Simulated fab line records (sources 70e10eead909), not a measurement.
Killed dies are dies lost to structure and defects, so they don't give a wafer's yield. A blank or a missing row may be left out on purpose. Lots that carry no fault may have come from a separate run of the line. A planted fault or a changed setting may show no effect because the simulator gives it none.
Which tool is to blame? | flow nandHarc | 36 wafers from 12 lots sampled at 5 of the route's 1159 steps

== WHAT THE GAUGES READ, wafer by wafer ==
NHARC_P_BONDPAD_THK_MEAS_20: measures by xrf. Usual: thkNm at 160.7 nm, with a standard deviation of 1.3.
lot  | measured     | on           | thkNm (nm)        | flag
L489 | day 6 11:38  | filmMetro-02 | 158.5 159.9 161.6 | 
L488 | day 6 17:44  | filmMetro-02 | 160.1 162.1 160.7 | 
L493 | day 7 11:11  | filmMetro-01 | 160.4 159.0 162.6 | 
L497 | day 8 20:13  | filmMetro-01 | 163.0 160.2 160.6 | 
L498 | day 9 01:56  | filmMetro-01 | 159.5 160.4 163.3 | 
L499 | day 9 19:11  | filmMetro-01 | 162.8 159.8 159.6 | 
L502 | day 9 19:49  | filmMetro-02 | 158.9 160.4 161.1 | 
L501 | day 9 21:07  | filmMetro-02 | 163.2 159.6 161.6 | 
L505 | day 11 02:29 | filmMetro-01 | 162.4 162.3 160.3 | 
L509 | day 11 19:08 | filmMetro-01 | 162.2 162.2 159.7 | 
L511 | day 11 21:52 | filmMetro-02 | 161.1 161.7 160.7 | 
L510 | day 11 23:01 | filmMetro-02 | 159.5 160.6 157.8 | 

NHARC_END_SORT_01. Usual: killedAtArray 27, standard deviation 10; killedAtOther 0.6, standard deviation 1; killedAtPeriphery 3.4, standard deviation 2.7; killedDies 31, standard deviation 9.7; killedOpen 3.4, standard deviation 1.7; killedShort 2.2, standard deviation 1.5.
lot  | measured     | on        | killedAtArray | killedAtOther | killedAtPeriphery | killedDies  | killedOpen | killedShort | flag
L489 | day 19 18:23 | prober-01 | 29 29 28      | 1 0 0         | 2 4 5             | 32 33 33    | 3 1 4      | 4 6 2       | 
L488 | day 18 20:31 | prober-01 | 30 33 33      | 1 4 1         | 3 1 1             | 34 38 35    | 5 2 3      | 1 2 0       | 
L493 | day 20 10:55 | prober-02 | 22 27 31      | 0 0 0         | 9 9 3             | 31 36 34    | 4 4 3      | 3 0 2       | 
L497 | day 21 14:04 | prober-02 | 32 27 29      | 2 1 2         | 2 4 1             | 36 32 32    | 3 1 5      | 1 3 1       | 
L498 | day 22 07:11 | prober-01 | 11 12 18      | 3 4 0         | 4 5 6             | 18 21 24    | 2 3 7      | 2 3 2       | 
L499 | day 22 22:17 | prober-01 | 674 677 677   | 0 0 0         | 3 0 0             | 677 677 677 | 5 2 2      | 1 3 0       | OFF
L502 | day 22 23:04 | prober-02 | 674 675 676   | 1 0 0         | 2 2 1             | 677 677 677 | 4 2 7      | 1 1 3       | OFF
L501 | day 21 22:49 | prober-02 | 677 677 671   | 0 0 0         | 0 0 6             | 677 677 677 | 1 3 3      | 0 2 3       | OFF
L505 | day 24 20:17 | prober-01 | 52 39 52      | 0 1 0         | 2 1 2             | 54 41 54    | 5 1 2      | 6 3 4       | 
L509 | day 25 02:26 | prober-01 | 16 22 16      | 0 0 1         | 6 6 4             | 22 28 21    | 3 6 2      | 3 2 1       | 
L511 | day 24 15:02 | prober-02 | 19 26 27      | 0 0 0         | 7 8 9             | 26 34 36    | 3 3 6      | 4 2 5       | 
L510 | day 24 22:47 | prober-02 | 52 49 42      | 1 2 1         | 6 4 6             | 59 55 49    | 4 6 5      | 1 3 0       | 

== EACH LOT AND THE TOOL THAT RAN IT (in order: tool; ch and the chambers of the sampled wafers; start) ==
lot  | NHARC_P_BONDPAD_ACTIVATE_29       | NHARC_A_ZERO_WELL_ETCH_13       | NHARC_A_ZERO_WELL_RTA_16
L489 | rieDiel-13 ch 0,1,2, day 6 11:58  | rieSi-03 ch 0,2,3, day 6 13:37  | rtpAnneal-01 ch 0, day 6 14:31
L488 | rieDiel-11 ch 1,2,3, day 6 18:01  | rieSi-04 ch 1,2,3, day 6 19:37  | rtpAnneal-01 ch 0, day 6 20:32
L493 | rieDiel-11 ch 0,1,3, day 7 11:27  | rieSi-04 ch 0,1,2, day 7 13:04  | rtpAnneal-01 ch 0, day 7 14:02
L497 | rieDiel-11 ch 0,2,3, day 8 20:31  | rieSi-03 ch 1,2,3, day 8 22:07  | rtpAnneal-02 ch 0, day 8 23:01
L498 | rieDiel-09 ch 1,2, day 9 02:13    | rieSi-03 ch 0,1,3, day 9 03:55  | rtpAnneal-02 ch 0, day 9 04:50
L499 | rieDiel-13 ch 2,3, day 9 19:27    | rieSi-04 ch 0,2,3, day 9 20:58  | rtpAnneal-02 ch 0, day 9 21:58
L502 | rieDiel-13 ch 1,2, day 9 20:07    | rieSi-04 ch 1,3, day 9 21:45    | rtpAnneal-02 ch 0, day 9 22:41
L501 | rieDiel-13 ch 0,1,2, day 9 21:23  | rieSi-03 ch 0,1,2, day 9 23:01  | rtpAnneal-02 ch 0, day 9 23:55
L505 | rieDiel-11 ch 1,2, day 11 02:45   | rieSi-03 ch 1,2,3, day 11 04:17 | rtpAnneal-02 ch 0, day 11 05:14
L509 | rieDiel-13 ch 0,1, day 11 19:26   | rieSi-04 ch 0,1,2, day 11 20:57 | rtpAnneal-01 ch 0, day 11 21:51
L511 | rieDiel-13 ch 0,2,3, day 11 22:09 | rieSi-03 ch 0,2,3, day 11 23:46 | rtpAnneal-01 ch 0, day 12 00:46
L510 | rieDiel-09 ch 1,2,3, day 11 23:17 | rieSi-04 ch 0,1,3, day 12 01:00 | rtpAnneal-01 ch 0, day 12 01:59
- NHARC_P_BONDPAD_ACTIVATE_29: chemistry N2, time 60 s.
- NHARC_A_ZERO_WELL_ETCH_13: etches the open film in HBr/Cl2, target depth 120 nm, time 40.1 s.
- NHARC_A_ZERO_WELL_RTA_16: time 10 s.

== AS READ BY THE TOOLS THEMSELVES (means over the sampled wafers that have a number; for cases with no such wafer, the mark the record gives instead) ==
NHARC_P_BONDPAD_ACTIVATE_29. Usual: drypumpMotorCurrentA 5.6 A, standard deviation 0.4; oesProductAu 0.997 a.u., standard deviation 0.0076; rfVppV 64.1 V, standard deviation 0.93; showerheadPlenumPTorr 1.77 Torr, standard deviation 0.059.
lot  | tool       | drypumpMotorCurrentA (A) | oesProductAu (a.u.) | rfVppV (V) | showerheadPlenumPTorr (Torr) | flag
L489 | rieDiel-13 | 5.5                      | 1.004               | 64.3       | 1.77                         | 
L488 | rieDiel-11 | 6.2                      | 0.995               | 64.4       | 1.76                         | 
L493 | rieDiel-11 | 6.2                      | 0.996               | 64.4       | 1.78                         | 
L497 | rieDiel-11 | 6.1                      | 1.003               | 64.0       | 1.75                         | 
L498 | rieDiel-09 | 4.9                      | 0.998               | 64.0       | 1.75                         | 
L499 | rieDiel-13 | 5.8                      | 1.003               | 63.8       | 1.77                         | 
L502 | rieDiel-13 | 5.5                      | 0.997               | 63.2       | 1.72                         | 
L501 | rieDiel-13 | 5.5                      | 0.996               | 63.7       | 1.76                         | 
L505 | rieDiel-11 | 6.1                      | 1.001               | 64.1       | 1.81                         | 
L509 | rieDiel-13 | 5.6                      | 0.993               | 65.1       | 1.81                         | 
L511 | rieDiel-13 | 5.6                      | 0.999               | 64.3       | 1.77                         | 
L510 | rieDiel-09 | 5.1                      | 0.995               | 64.6       | 1.81                         | 

NHARC_A_ZERO_WELL_ETCH_13. Usual: biasW 100.01 W, standard deviation 0.27; chamberPressureMTorr 15.000 mTorr, standard deviation 0.013; drypumpMotorCurrentA 5.9 A, standard deviation 0.51; oesProductAu 1.000 a.u., standard deviation 0.0075; throttleValvePct 26.405 %, standard deviation 0.0082.
lot  | tool     | biasW (W) | chamberPressureMTorr (mTorr) | drypumpMotorCurrentA (A) | oesProductAu (a.u.) | throttleValvePct (%) | flag
L489 | rieSi-03 | 100.07    | 14.992                       | 5.6                      | 1.002               | 26.405               | 
L488 | rieSi-04 | 99.89     | 15.008                       | 6.2                      | 0.993               | 26.405               | 
L493 | rieSi-04 | 100.30    | 15.006                       | 6.0                      | 0.993               | 26.404               | 
L497 | rieSi-03 | 100.03    | 15.003                       | 5.5                      | 0.996               | 26.402               | 
L498 | rieSi-03 | 100.00    | 15.002                       | 5.7                      | 1.011               | 26.401               | 
L499 | rieSi-04 | -         | -                            | -                        | -                   | -                    | OFF
L502 | rieSi-04 | -         | -                            | -                        | -                   | -                    | OFF
L501 | rieSi-03 | -         | -                            | -                        | -                   | -                    | OFF
L505 | rieSi-03 | 99.76     | 15.011                       | 5.5                      | 1.008               | 26.407               | 
L509 | rieSi-04 | 100.03    | 14.998                       | 6.1                      | 0.998               | 26.401               | 
L511 | rieSi-03 | 100.07    | 15.000                       | 5.6                      | 1.006               | 26.405               | 
L510 | rieSi-04 | 99.98     | 15.000                       | 5.9                      | 0.993               | 26.401               | 

NHARC_A_ZERO_WELL_RTA_16. Usual: annealTempCMax 1004.7, standard deviation 1; lampPowerPct 31.4 %, standard deviation 3; lamp_zone_4_pct 31.4 %, standard deviation 3; wafer_temp_C_max 1004.2, standard deviation 0.78.
lot  | tool         | annealTempCMax | lampPowerPct (%) | lamp_zone_4_pct (%) | wafer_temp_C_max | flag
L489 | rtpAnneal-01 | 1004.8         | 34.2             | 34.1                | 1004.5           | 
L488 | rtpAnneal-01 | 1004.5         | 34.2             | 34.2                | 1004.1           | 
L493 | rtpAnneal-01 | 1004.6         | 34.2             | 34.2                | 1004.0           | 
L497 | rtpAnneal-02 | 1005.4         | 28.2             | 28.2                | 1004.5           | 
L498 | rtpAnneal-02 | 1005.1         | 28.2             | 28.2                | 1003.9           | 
L499 | rtpAnneal-02 | 1005.8         | 28.2             | 28.2                | 1004.9           | 
L502 | rtpAnneal-02 | 1004.8         | 28.2             | 28.2                | 1004.3           | 
L501 | rtpAnneal-02 | 1005.1         | 28.2             | 28.2                | 1004.0           | 
L505 | rtpAnneal-02 | 1004.4         | 28.2             | 28.2                | 1004.7           | 
L509 | rtpAnneal-01 | 1004.4         | 34.2             | 34.2                | 1003.7           | 
L511 | rtpAnneal-01 | 1004.8         | 34.2             | 34.2                | 1003.9           | 
L510 | rtpAnneal-01 | 1004.1         | 34.2             | 34.2                | 1003.9           | 

== THE ANSWER, worked out from the rows above alone ==
Rule: lot off if the mean of its wafers having a number is beyond 3 standard deviations from the usual mean. A lot without any number at a reading at which 4 lots or more have one is off too. Where the step has rows for the other lots, those lots are counted as sound. Order of review: gauges by route order, followed by the tools' own readings, for which a lot's mean as printed above is used. The first step at which some lot is off is used, and at that step the reading that is off furthest; a lot without a number counts as furthest.
Off, at NHARC_END_SORT_01 on killedDies: L499, L502, L501.
A tool fits if, at a process step before that reading, it ran every lot that is off, and no sound lot after the first of them. Not tried: the gauges at NHARC_END_SORT_01; whatever is off there is also off at NHARC_A_ZERO_WELL_ETCH_13, on other tools, and gauge error can't account for it. No candidate that was tried fits.

== WHAT HAD BEEN PUT IN BY THE SIMULATOR ==
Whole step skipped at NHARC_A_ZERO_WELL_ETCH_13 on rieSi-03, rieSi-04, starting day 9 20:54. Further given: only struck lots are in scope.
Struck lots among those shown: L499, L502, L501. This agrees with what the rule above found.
